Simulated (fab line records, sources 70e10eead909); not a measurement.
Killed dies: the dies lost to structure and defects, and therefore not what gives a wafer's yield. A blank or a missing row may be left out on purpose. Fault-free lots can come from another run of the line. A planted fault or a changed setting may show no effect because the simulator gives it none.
fab line records    flow nand_harc
record: lots: 6  wafers: 18  last_day: 33
route steps=1302 shown A_WL_FILL@960 END@1302
lots untouched by any fault: they come from a run of this same line in which no faults occurred
start_h: hours from the record's first day to the start of the lot's first wafer shown    wait_h: hours elapsed since this lot's preceding step    " the same as in the row above    L1.1+2: several wafers, shown together as one row    - no value, or no start given    * or withheld: withheld    < > ~ a bound
route shown NAME@n: a module of which the file shows steps, and the number in the route of the first    usual: mean and standard deviation over wafers with no fault    same: alike in all rows    chamber/n: place in a boat    sites: the reading at each site    _std_site: how widely they spread, as a standard deviation    _edge_site: inner sites' mean taken away from outer sites' mean    radius_mm: how far each site lies from the wafer's centre    mask NAME#n: copy n    behind: tool/chamber where the wafer was last shaped    hold: reason for holding the lot/hours on hold/outcome of the hold    device: transistor that didn't switch, given as n, p or np    end of line: the tests these same wafers got at the end of their route    for a step that has no rows: nothing shown but its recipe    killed: dies that structure and defects cost at the first sort, which is not the same as the wafer's yield    map: the dies of a wafer, with x for killed, . for not killed, _ for no die there
set.NAME: the setting that was run; set.NAME@STEP: the one run at that earlier step    model.NAME: the simulator's own value behind a step, which no gauge read
certain route steps with their lots: each step a table, each wafer a row
services: from which hour (start_h, from the record's first day; less than 0 if before it) a tool's chamber was out of use, for how many hours, and why
== steps ==
step: NHARC_A_WL_FILL_STRIP_28
recipe: time_s: 1200  temp_c: 72.5  chemistry: post_etch_residue_remover
step: NHARC_A_WL_FILL_PRECLEAN_06
recipe: time_s: 300  chemistry: DIW
step: NHARC_A_WL_FILL_SRD_07
step: NHARC_A_WL_FILL_ANNEAL_08
recipe: temp_c: 450  time_s: 1800
step: NHARC_A_WL_FILL_ALD_10
recipe: target_thk_a: 500  pulse_time_s: 10  ald_cycles: 500  temp_c: 300  material: SiO2
usual: heater_power_w: 478/36  precursor_pulse_height_rel: 1.000/0.02
lot.wafer  tool       chamber  start_h  wait_h  heater_power_w  precursor_pulse_height_rel  since_wet_clean_h
L968.2     ald_hk-02  2        555.06   0.1     563             0.979                       17
L968.1     "          1        556.59   1.6     494             0.989                       18
L968.6     "          2        "        "       544             1.000                       -
L969.4     ald_hk-03  1        571.99   0.4     486             0.986                       169
L969.1     "          3        573.02   1.5     518             0.985                       170
L969.5     "          2        574.57   3.0     461             0.996                       -
L979.2     ald_hk-03  0        680.99   0.1     487             0.976                       97
L979.1     "          2        682.02   1.1     449             1.001                       98
L979.4     "          3        "        "       477             1.004                       98
L981.3     ald_hk-02  3        682.19   1.2     438             1.007                       144
L981.1     "          0        "        "       518             0.971                       144
L981.2     "          1        "        "       492             0.982                       145
L980.2     ald_hk-03  1        685.61   4.6     457             0.955                       102
L980.5     "          2        "        "       449             0.993                       -
L980.6     "          3        "        "       489             1.050                       -
L982.2     ald_hk-01  3        699.80   1.1     426             0.963                       30
L982.3     "          0        "        "       449             1.037                       30
L982.5     "          1        "        "       441             0.958                       -
step: NHARC_A_WL_FILL_ETCHBACK_16
recipe: target_depth_a: 1200  time_s: 24  c4f8_flow_sccm: withheld  o2_flow_sccm: 8  ar_flow_sccm: withheld  rf_w: 600  bias_w: 800  chemistry: C4F8/O2/Ar
usual: oes_product_au: 0.987/0.025  rf_vpp_V: 725/3.3
lot.wafer  tool         chamber  start_h  wait_h  oes_product_au  rf_hours_counter_h  rf_vpp_V
L968.1     rie_diel-08  3        -        -       1.014           0.4                 722
L968.2     "            0        "        "       1.009           0.3                 725
L968.6     "            1        "        "       1.000           -                   722
L969.4     rie_diel-07  3        -        -       1.002           1.6                 722
L969.1     "            1        "        "       1.005           2.2                 730
L969.5     "            0        "        "       1.001           -                   728
L979.1     rie_diel-03  2        -        -       0.994           0.5                 728
L979.2     "            3        "        "       1.007           0.5                 724
L979.4     "            1        "        "       1.004           0.5                 724
L981.1     rie_diel-07  2        -        -       0.942           1.0                 722
L981.2     "            0        "        "       0.967           1.1                 728
L981.3     "            1        "        "       0.971           0.5                 730
L980.2     rie_diel-03  0        -        -       0.985           0.5                 730
L980.5     "            0        "        "       1.006           -                   731
L980.6     "            1        "        "       1.000           -                   723
L982.2     rie_diel-08  1        -        -       0.932           8.0                 721
L982.3     "            2        "        "       0.928           7.6                 728
L982.5     "            1        "        "       0.940           -                   721
step: NHARC_A_WL_FILL_STRIP_29
recipe: time_s: 20  o2_flow_sccm: 500  ar_flow_sccm: 0  bias_w: 0  chemistry: O2
usual: drypump_motor_current_A: 5.7/0.45  oes_product_au: 1.001/0.0071  rf_vpp_V: 58.0/0.89  showerhead_plenum_p_Torr: 3.61/0.11  throttle_valve_pct: 17.036/0.009
lot.wafer  tool         chamber  start_h  wait_h  drypump_motor_current_A  oes_product_au  rf_hours_counter_h  rf_vpp_V  showerhead_plenum_p_Torr  throttle_valve_pct
L968.2     rie_diel-08  3        559.78   0.1     5.3                      1.009           0.5                 58.4      3.51                      17.023
L968.1     "            0        "        "       5.2                      1.003           0.3                 58.5      3.59                      17.038
L968.6     "            0        "        "       5.2                      1.003           -                   57.5      3.59                      17.037
L969.1     rie_diel-07  0        576.73   0.1     4.8                      1.009           2.1                 58.0      3.71                      17.023
L969.4     "            1        "        "       6.2                      0.998           2.3                 57.8      3.76                      17.033
L969.5     "            3        "        "       5.8                      1.002           -                   57.8      3.47                      17.047
L979.4     rie_diel-03  2        685.73   0.1     5.7                      0.992           0.5                 58.7      3.71                      17.014
L979.2     "            0        "        "       5.5                      1.002           0.5                 59.0      3.75                      17.040
L979.1     "            1        "        "       6.2                      0.996           0.5                 56.4      3.56                      17.036
L981.3     rie_diel-07  2        686.92   0.1     5.8                      0.990           1.1                 56.5      3.44                      17.044
L981.2     "            3        "        "       5.8                      0.979           1.1                 57.1      3.47                      17.048
L981.1     "            0        "        "       4.8                      0.999           1.1                 57.8      3.70                      17.040
L980.2     rie_diel-03  1        688.80   0.1     6.2                      1.009           0.5                 58.5      3.56                      17.041
L980.6     "            2        "        "       5.7                      0.992           -                   59.0      3.71                      17.036
L980.5     "            3        "        "       5.8                      0.996           -                   57.7      3.62                      17.033
L982.2     rie_diel-08  3        703.51   0.1     5.3                      1.007           7.7                 56.1      3.50                      17.039
L982.3     "            0        "        "       5.2                      1.006           8.9                 57.1      3.59                      17.030
L982.5     "            3        "        "       5.3                      1.003           -                   57.6      3.50                      17.025
step: NHARC_A_WL_FILL_ETCHBACK_17
recipe: target_depth_a: 40  time_s: 26.7  chemistry: Cl2/BCl3
usual: drypump_motor_current_A: 5.77/0.24  oes_product_au: 1.003/0.0077
lot.wafer  tool          chamber  start_h  wait_h  drypump_motor_current_A  oes_product_au  rf_hours_counter_h
L968.1     rie_metal-02  1        559.86   -       5.52                     0.991           1.6
L968.2     "             0        "        "       6.01                     0.994           1.6
L968.6     "             1        "        "       5.55                     0.993           -
L969.1     rie_metal-02  0        576.81   -       5.99                     0.997           1.9
L969.4     "             1        "        "       5.54                     1.000           -
L969.5     "             0        "        "       6.02                     0.998           -
L979.1     rie_metal-01  1        685.81   -       5.78                     0.994           1.6
L979.2     "             0        "        "       5.50                     1.000           1.6
L979.4     "             0        "        "       5.49                     0.999           -
L981.2     rie_metal-02  0        687.01   -       5.96                     1.009           0.9
L981.1     "             1        "        "       5.55                     0.993           0.9
L981.3     "             0        "        "       5.95                     1.006           -
L980.2     rie_metal-03  1        688.90   -       6.24                     1.009           2.8
L980.6     "             0        "        "       5.80                     1.009           -
L980.5     "             1        "        "       6.22                     1.001           -
L982.2     rie_metal-01  1        703.61   -       5.79                     1.011           2.1
L982.3     "             0        "        "       5.49                     0.998           -
L982.5     "             0        "        "       5.50                     1.008           -
step: NHARC_A_WL_FILL_PRECLEAN_18
recipe: time_s: 30  chemistry: dHF
step: NHARC_A_WL_FILL_SRD_21
step: NHARC_A_WL_FILL_CVD_23
recipe: target_thk_a: 400  temp_c: 620  pressure_mtorr: 200  time_s: 800  material: poly-Si
step: NHARC_A_WL_FILL_ETCHBACK_26
recipe: target_depth_a: 520  time_s: 13.3  hbr_flow_sccm: 150  rf_w: 350  icp_w: 350  bias_w: 60  chemistry: HBr
usual: drypump_motor_current_A: 6.0/0.47  oes_product_au: 0.998/0.0072  throttle_valve_pct: 23.266/0.0088
lot.wafer  tool       chamber  start_h  wait_h  drypump_motor_current_A  oes_product_au  rf_hours_counter_h  throttle_valve_pct
L968.1     rie_si-02  2        564.97   0.4     6.2                      0.974           0.60                23.258
L968.2     "          3        "        "       6.0                      1.002           0.54                23.252
L968.6     "          3        "        "       5.9                      0.998           -                   23.274
L969.4     rie_si-02  3        582.18   0.4     6.0                      1.002           0.62                23.260
L969.1     "          2        "        "       6.2                      0.984           0.68                23.262
L969.5     "          0        "        "       6.2                      1.003           -                   23.274
L981.1     rie_si-02  1        691.02   0.4     4.9                      0.999           0.29                23.268
L981.3     "          3        "        "       5.9                      0.991           0.27                23.261
L981.2     "          0        "        "       6.3                      0.822           0.29                23.290
L979.4     rie_si-01  1        691.02   0.4     5.7                      1.004           0.81                23.279
L979.1     "          2        "        "       6.1                      1.014           0.86                23.274
L979.2     "          0        "        "       6.7                      1.011           0.81                23.264
L980.2     rie_si-02  2        694.11   0.4     6.2                      0.824           0.30                23.275
L980.5     "          1        "        "       4.9                      1.000           -                   23.272
L980.6     "          2        "        "       6.2                      1.003           -                   23.259
L982.2     rie_si-06  1        708.95   0.4     5.8                      1.010           0.60                23.262
L982.3     "          3        "        "       6.2                      1.003           0.76                23.265
L982.5     "          1        "        "       5.9                      1.013           -                   23.266
step: NHARC_A_WL_FILL_PRECLEAN_30
recipe: time_s: 10  chemistry: dHF
step: NHARC_END_SORT_01
recipe: temp_c: 25
usual: killed_at_array: 54/16  killed_at_other: 0.6/0.86  killed_at_periphery: 3.8/2.6  killed_dies: 58/16  killed_open: 3.3/1.8  killed_short: 2.7/1.7
same: gross_dies: 677
lot.wafer  tool       chamber  start_h  wait_h  killed_at_array  killed_at_other  killed_at_periphery  killed_dies  killed_open  killed_short
L968.1     prober-01  0        650.33   2.5     47               0                2                    49           5            0
L968.2     prober-01  0        651.13   2.8     45               0                0                    45           2            1
L968.6     prober-01  0        654.31   4.0     56               0                4                    60           4            2
L979.1     prober-02  0        773.20   2.5     55               0                2                    57           1            3
L979.2     prober-02  0        774.01   2.8     59               2                8                    69           3            3
L979.4     prober-02  0        775.62   3.4     58               0                6                    64           5            2
killed by level:class
L968.1 A_CHANNEL_HOLE_D2:chamber_film_flake=32 A_CONTACT:chamber_film_flake=4 A_STAIRCASE:chamber_film_flake=3 A_CHANNEL_HOLE_D1:chamber_film_flake=2 A_WL_FILL:chamber_film_flake=2 P_CONTACT:geometric_particle:open=1 P_M0:geometric_particle:open=1 A_CHANNEL_FILL_D2:geometric_particle:open=1
L968.2 A_CHANNEL_HOLE_D2:chamber_film_flake=30 A_CHANNEL_HOLE_D1:chamber_film_flake=4 A_SLIT:chamber_film_flake=3 A_CONTACT:chamber_film_flake=3 A_CHANNEL_HOLE_D1:geometric_particle:open=1 A_CHANNEL_FILL_D1:geometric_particle:open=1 A_WL_FILL:geometric_particle:short=1 A_STAIRCASE:chamber_film_flake=1
L968.6 A_CHANNEL_HOLE_D2:chamber_film_flake=35 A_CONTACT:chamber_film_flake=8 A_CHANNEL_HOLE_D1:chamber_film_flake=4 A_CHANNEL_FILL_D1:geometric_particle:open=2 A_SLIT:chamber_film_flake=2 A_WL_FILL:chamber_film_flake=2 P_GATE:geometric_particle:short=1 P_CONTACT:geometric_particle:open=1
L979.1 A_CHANNEL_HOLE_D2:chamber_film_flake=19 A_SLIT:chamber_film_flake=16 A_CONTACT:chamber_film_flake=7 A_CHANNEL_HOLE_D1:chamber_film_flake=6 A_STAIRCASE:chamber_film_flake=3 P_M0:geometric_particle:short=1 A_SOURCE_PLATE:geometric_particle:short=1 A_ONON_D1:geometric_particle:open=1
L979.2 A_SLIT:chamber_film_flake=20 A_CHANNEL_HOLE_D2:chamber_film_flake=13 A_CONTACT:chamber_film_flake=12 A_CHANNEL_HOLE_D1:chamber_film_flake=6 P_GATE:chamber_film_flake=3 A_STAIRCASE:chamber_film_flake=3 A_CHANNEL_FILL_D2:chamber_film_flake=2 P_CONTACT:geometric_particle:short=1
L979.4 A_CHANNEL_HOLE_D2:chamber_film_flake=22 A_SLIT:chamber_film_flake=16 A_CONTACT:chamber_film_flake=7 A_CHANNEL_HOLE_D1:chamber_film_flake=4 A_ONON_D2:geometric_particle:short=2 P_STI:chamber_film_flake=2 P_GATE:chamber_film_flake=2 P_CONTACT:geometric_particle:open=1
== services ==
tool          chamber  start_h  hours  kind
rie_metal-01  -        534.98   0.8    repair
rie_diel-08   -        544.80   9.0    pm
rie_diel-07   3        546.66   8.5    repair
rie_si-02     1        557.14   15.0   repair
rie_si-02     0        559.64   5.3    repair
rie_diel-08   1        560.81   10.7   repair
rie_metal-01  -        575.00   9.0    pm
rie_diel-08   1        586.15   5.6    repair
rie_metal-02  -        588.52   1.9    repair
rie_diel-07   1        593.62   5.2    repair
rie_diel-08   3        595.29   8.0    repair
rie_diel-03   3        596.46   5.7    repair
rie_diel-08   -        600.66   0.7    repair
rie_diel-07   2        611.95   9.3    repair
rie_diel-03   3        615.38   18.9   repair
rie_si-02     1        616.98   5.9    repair
ald_hk-03     -        629.13   1.2    repair
rie_metal-02  -        631.00   9.0    pm
rie_si-02     -        631.00   9.0    pm
rie_diel-03   -        635.30   9.0    pm
rie_diel-07   -        648.20   9.0    pm
rie_si-02     2        658.44   1.0    repair
rie_diel-07   1        667.54   6.8    repair
ald_hk-02     -        707.24   10.0   pm
== key ==
first_sign: step: NHARC_A_WL_FILL_ETCHBACK_26  reading: oes_product_au  direction: down  sigmas: 24  usual: 0.998  struck: 0.823
effect none on later readings
met_at NHARC_A_WL_FILL_ETCHBACK_26
struck_wafers L980.2,L981.2
tester_left_out L980,L981
onset_between 582.18 691.02
fault: kind: process_parameter_drift  tool: rie_si-02  chamber: -  onset_h: 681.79  steps: NHARC_A_WL_FILL_ETCHBACK_26  channel: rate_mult  offset: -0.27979  shape: step  end_h: 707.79  scope: struck_wafers_only
tester_left_out: of these lots the tester's yield and bins aren't shown, on N5 and GAA mostly nor the transistor test; their killed dies are dies lost to structure and defects alone, not to doping, threshold or leakage, so they don't give the yield
